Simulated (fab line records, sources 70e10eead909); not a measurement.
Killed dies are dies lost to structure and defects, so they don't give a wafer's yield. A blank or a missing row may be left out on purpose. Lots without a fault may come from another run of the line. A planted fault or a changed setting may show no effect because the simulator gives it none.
Chamber matching | flow nand_harc | NHARC_A_CHANNEL_FILL_D2_ALD_25 on ald_hk-03: 4 sister chambers
The step deposits SiOx, target thk 60 nm, pulse time 10 s, ald cycles 600. 8 wafers are shown with their chamber, then 8 later ones without.

WAFERS WITH THEIR CHAMBER
wafer  | chamber | heater_power_w (W) | precursor_pulse_height_rel
L079.4 | 1       | 477                | 1.001
L081.3 | 0       | 438                | 1.003
L083.3 | 1       | 490                | 0.986
L083.4 | 0       | 440                | 0.997
L083.5 | 2       | 435                | 0.980
L084.5 | 3       | 420                | 0.984
L084.6 | 2       | 435                | 0.998
L088.2 | 3       | 413                | 1.004

WAFERS WITHOUT THEIR CHAMBER
wafer  | heater_power_w (W) | precursor_pulse_height_rel
L088.5 | 428                | 0.998
L088.6 | 496                | 1.002
L093.1 | 438                | 0.980
L093.2 | 498                | 1.005
L093.5 | 434                | 0.966
L095.1 | 415                | 1.003
L095.2 | 435                | 1.010
L095.5 | 431                | 0.973

WHICH CHAMBER EACH WENT THROUGH
wafer  | from the rows above          | in truth
L088.5 | can't be placed: 2 or 0 or 3 | 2
L088.6 | 1                            | 1
L093.1 | can't be placed: 2 or 0      | 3
L093.2 | 1                            | 1
L093.5 | can't be placed: 2 or 0      | 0
L095.1 | 3                            | 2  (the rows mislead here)
L095.2 | can't be placed: 0 or 2      | 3
L095.5 | can't be placed: 2 or 0 or 3 | 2
Placed correctly: 2 of 8. Can't be placed from these rows: 5 (the true chamber is among the candidates in 3). Placed wrongly: 1.
How it was worked out, from the rows above alone: a wafer's distance from a chamber is the root of the sum, over the readings, of the square of ((its reading less the chamber's mean) divided by the reading's scatter). The wafer belongs to the nearest chamber; if the next one is less than 2 further off, it can't be placed. A chamber's mean is the mean of its shown wafers. The scatter: the root of (the sum of the squares of (reading less its chamber's mean) over the shown wafers, divided by (wafers less chambers)).
